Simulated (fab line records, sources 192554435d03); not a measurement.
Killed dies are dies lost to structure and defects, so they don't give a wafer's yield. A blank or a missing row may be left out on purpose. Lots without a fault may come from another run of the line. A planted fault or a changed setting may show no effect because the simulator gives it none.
A struck lot beside a sound one | flow n5_finfet | 22 steps out of a route of 1938
Sound: wafers L489.1, L489.3, L489.5. Struck: wafer L487.3. (L487.5 of the same lot was not struck and is left out.) The cause comes at the end.
At each step with rows: each side's tool, then ch and its chambers, then its first start. Under that, the readings that differ: sound wafers | struck wafers | difference of the means | sigmas: that difference in standard deviations of wafers without a fault.
alike: readings whose means differ by less than 2 such deviations, and words and numbers that are the same on both sides. not compared: withheld readings, readings that some wafer has no value for, bounds like >300 that may hide the same value, and numbers for which the record gives no deviation and whose values overlap.
The two part at a step that has a row with sigmas, a row that says differs or no value, or rows on one side only. Numbers that don't overlap but have no deviation are shown without sigmas and don't part them. A reading that every wafer of one side lacks parts them only if that side has two wafers or more.

N5_ZERO_LAYER_CD_MEAS_11: target cd 2000 nm.
  sound on cd_sem-01 ch 0, day 4 18:46; struck on cd_sem-01 ch 0, day 4 06:47
  alike: cd_nm
N5_ZERO_LAYER_DESCUM_16: chemistry O2, time 7.9 s.
  sound on rie_diel-01 ch 0,1, day 4 18:48; struck on rie_diel-06 ch 2, day 4 06:49
  reading            | sound             | struck | difference | sigmas
  rf_fwd_power_W (W) | 49.47 49.40 49.77 | 48.81  | -0.74      | -3
  alike: bias_power_w, drypump_motor_current_A, oes_product_au, rf_vpp_V, showerhead_plenum_p_Torr, throttle_valve_pct
  not compared: rf_hours_counter_h
N5_ZERO_LAYER_ETCH_17: etches SiO2 in CF4, target depth 12 nm, time 13.3 s.
  sound on rie_diel-01 ch 0,1, day 4 18:50; struck on rie_diel-06 ch 2, day 4 06:51
  alike: cf4_flow_sccm, drypump_motor_current_A, oes_product_au, rf_fwd_power_W, rf_vpp_V, showerhead_plenum_p_Torr, throttle_valve_pct
  not compared: rf_hours_counter_h
N5_ZERO_LAYER_ETCH_18: etches Si in HBr/Cl2, target depth 120 nm, time 40 s.
  sound on rie_si-05 ch 0,1, day 4 18:55; struck on rie_si-03 ch 3, day 4 06:55
  alike: drypump_motor_current_A, oes_product_au, rf_fwd_power_W, throttle_valve_pct
  not compared: rf_hours_counter_h
N5_ZERO_LAYER_STRIP_24: strips in O2.
  sound on plasma_asher-02 ch 0,1, day 4 19:01; struck on plasma_asher-02 ch 0, day 4 07:02
  reading                     | sound       | struck | difference | sigmas
  drypump_motor_current_A (A) | 5.1 6.6 5.1 | 6.6    | +1.0       | +2
  alike: heater_power_w, oes_product_au, strip_time_to_endpoint_s
  not compared: rf_hours_counter_h
then, 1 step without rows for these wafers: N5_ZERO_LAYER_STRIP_19 (strips in SPM, time 900 s).
N5_ZERO_LAYER_INSPECT_20: inspects for defects (darkfield).
  sound on defect_inspect-01, day 4 19:24; struck on defect_inspect-01, day 4 07:23
  alike: raw_defect_count
then, 5 steps without rows for these wafers: N5_WELL_APT_HMDS_01 (time 60 s); N5_WELL_APT_COAT_02 (resist thk 950 nm); N5_WELL_APT_EBR_04; N5_WELL_APT_SOFTBAKE_03 (time 60 s); N5_WELL_APT_EXPOSE_05 (exposes mask NWELL, defocus 0 nm, target cd 200 nm).
N5_WELL_APT_PEB_06: peb time 90 s.
  sound on litho_track-04 ch 0, day 4 19:43; struck on litho_track-01 ch 0, day 4 07:42
  alike: exhaust_pa
then, 2 steps without rows for these wafers: N5_WELL_APT_DEVELOP_07 (develop time 45 s); N5_WELL_APT_HARDBAKE_12 (time 120 s).
N5_WELL_APT_CD_MEAS_08: target cd 200 nm.
  sound on cd_sem-03 ch 0, day 4 19:50; struck on cd_sem-02 ch 0, day 4 07:49
  reading    | sound             | struck | difference | sigmas
  cd_nm (nm) | 197.2 198.2 198.2 | 206.0  | +8.1       | +6
N5_WELL_APT_OVL_MEAS_09:
  sound on overlay-01 ch 0, day 4 19:52; struck on overlay-01 ch 0, day 4 07:50
  alike: NWELL_OVL
N5_WELL_APT_INSPECT_10: inspects for defects (macro).
  sound on defect_inspect-01, day 4 19:53; struck on defect_inspect-01, day 4 07:52
  alike: raw_defect_count
N5_WELL_APT_DESCUM_13: chemistry O2, time 7.9 s.
  sound on rie_diel-05 ch 0,1,3, day 4 19:55; struck on rie_diel-02 ch 3, day 4 07:54
  reading                   | sound           | struck | difference | sigmas
  model.WELL_APT.cd_nm (nm) | 197.3 198 197.9 | 206.2  | +8.5       |
  alike: bias_power_w, drypump_motor_current_A, oes_product_au, rf_fwd_power_W, rf_vpp_V, showerhead_plenum_p_Torr, throttle_valve_pct
  not compared: rf_hours_counter_h
then, 1 step without rows for these wafers: N5_WELL_APT_IMPLANT_14.
-- the record jumps here: 10 days lie between the struck wafers' starts before and after (it left off in module WELL_APT and takes up again in module BEOL_M4, whose first step shown is number 1111 of the route) --
N5_BEOL_M4_RC_MEAS_101:
  sound on prober-01 ch 0, day 15 10:29; struck on prober-01 ch 0, day 14 12:25
  reading        | sound                | struck | difference | sigmas
  IOFF_P (nA/um) | 0.261 0.255 0.217    | 0.179  | -0.065     | -2
  SS_N (mV/dec)  | 72.4 72.8 73.1       | 71.0   | -1.8       | -3
  VT_P (mV)      | -245.5 -244.0 -251.0 | -253.3 | -6.5       | -2
  alike: DIBL_N, DIBL_P, IOFF_N, ION_N, ION_P, SS_P, VT_N
-- the record jumps here: 5 days lie between the struck wafers' starts before and after (it left off in module BEOL_M4 and takes up again in module PASSIVATION, whose first step shown is number 1936 of the route) --
N5_PASSIVATION_PROBE_49:
  sound on prober-02, day 20 12:20; struck on prober-01, day 19 03:08
  reading                 | sound       | struck | difference | sigmas
  sort_bin_5_function (%) | 7.4 6.0 5.9 | 4.5    | -1.9       | -2
  alike: defect_limited_yield, killed_at_M0_to_M3, killed_at_M4_up, killed_at_contacts, killed_at_front_end, killed_at_other, killed_dies, killed_open, killed_short, sort_bin_6_memory, sort_n_pass, sort_yield_pct

WHERE THEY PART
First at N5_ZERO_LAYER_DESCUM_16; last, within this record, at N5_PASSIVATION_PROBE_49.

WHY: what the simulator had put in
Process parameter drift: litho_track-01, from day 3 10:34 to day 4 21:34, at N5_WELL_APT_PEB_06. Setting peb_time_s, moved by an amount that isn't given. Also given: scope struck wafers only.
